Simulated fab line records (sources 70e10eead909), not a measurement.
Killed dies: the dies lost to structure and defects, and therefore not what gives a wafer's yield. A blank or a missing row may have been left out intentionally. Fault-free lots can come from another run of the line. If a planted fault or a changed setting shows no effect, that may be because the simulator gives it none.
Which tool did it?    flow nand_harc    11 lots, 33 wafers sampled, at 1 step of a route of 1302

== WHAT THE GAUGES READ, wafer by wafer ==
NHARC_A_CONTACT_CD_MEAS_53.
lot   measured      on         cd_nm (nm)
L074  day 22 03:31  cd_sem-01  289.6 289.7 289.5
L078  day 22 18:24  cd_sem-01  289.2 288.1 288.6
L079  day 24 06:26  cd_sem-01  287.6 287.4 288.0
L080  day 25 07:24  cd_sem-03  288.8 288.9 289.3
L082  day 25 12:06  cd_sem-03  290.2 289.6 289.6
L087  day 26 21:11  cd_sem-02  290.5 290.0 290.6
L091  day 27 19:26  cd_sem-03  289.3 288.9 289.1
L088  day 28 01:46  cd_sem-02  289.1 289.0 289.7
L093  day 29 05:27  cd_sem-01  288.6 288.3 288.3
L094  day 29 22:50  cd_sem-03  289.8 290.3 290.2
L097  day 31 03:40  cd_sem-01  288.9 289.2 288.6

== WHICH TOOL RAN EACH LOT (tool, then ch and the chambers of the sampled wafers, then the start) ==
There is no process step in the record ahead of these readings.

== THE ANSWER, worked out from the rows above alone ==
Rule: usual is defined by the lots themselves. Put in order of their means at a reading, lots are off if they are a third of the lots or fewer, leave a main group of 4 or more, and stand apart from it by a gap of 3 or more times the standard deviation of the main group's means; of several such gaps the widest counts. A main group is skipped when, at the precision printed for the reading in the tables above, its means are all equal. Also off: a lot with no number at a reading for which 4 or more lots have one. Where the step has rows for the other lots, those lots are counted as sound.
No lot is off at any reading shown: from this, nothing can be told.

== WHAT THE SIMULATOR HAD INSERTED ==
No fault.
